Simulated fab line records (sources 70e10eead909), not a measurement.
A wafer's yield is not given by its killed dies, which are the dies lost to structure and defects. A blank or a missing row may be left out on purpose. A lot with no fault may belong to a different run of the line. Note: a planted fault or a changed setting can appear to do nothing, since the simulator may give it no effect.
Matching of chambers + flow nandHarc + NHARC_A_WL_FILL_ALD_00 on aldHk-03 has 4 sister chambers
The step deposits Al2O3, target thk 3 nm, pulse time 3 s, ald cycles 30. 4 wafers are shown with their chamber, then 7 later ones without.

== WAFERS, EACH WITH ITS CHAMBER ==
| wafer  | chamber | heaterPowerW (W) |
|--------|---------|------------------|
| L078.5 | 2       | 433              |
| L086.2 | 3       | 457              |
| L087.4 | 0       | 496              |
| L087.5 | 1       | 403              |

== WAFERS MISSING THEIR CHAMBER ==
| wafer  | heaterPowerW (W) |
|--------|------------------|
| L087.6 | 439              |
| L093.1 | 496              |
| L093.2 | 434              |
| L093.5 | 481              |
| L096.2 | 468              |
| L096.5 | 470              |
| L096.6 | 431              |

== WHICH CHAMBER EACH ONE RAN IN ==
| wafer  | from the rows above     | in truth |
|--------|-------------------------|----------|
| L087.6 | can't be placed: 2 or 3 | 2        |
| L093.1 | 0                       | 0        |
| L093.2 | 2                       | 2        |
| L093.5 | can't be placed: 0 or 3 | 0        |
| L096.2 | can't be placed: 3 or 0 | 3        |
| L096.5 | can't be placed: 3 or 0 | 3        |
| L096.6 | 2                       | 2        |
Correct placement for 3 of the 7. Can't be placed from these rows: 4 (the true chamber is among the candidates in 4). 0 placed wrongly.
How it was worked out, from the rows above alone: a wafer's distance from a chamber is the root of the sum, over the readings, of the square of ((its reading less the chamber's mean) divided by the reading's scatter). If the next closest chamber is less than 2 further off than the closest, the wafer can't be placed; otherwise it belongs to the closest. The mean given for a chamber averages the wafers shown for that chamber. The scatter (one wafer shown for each chamber): square how far every hidden wafer sits from the nearest shown wafer, average those squares and take the square root.
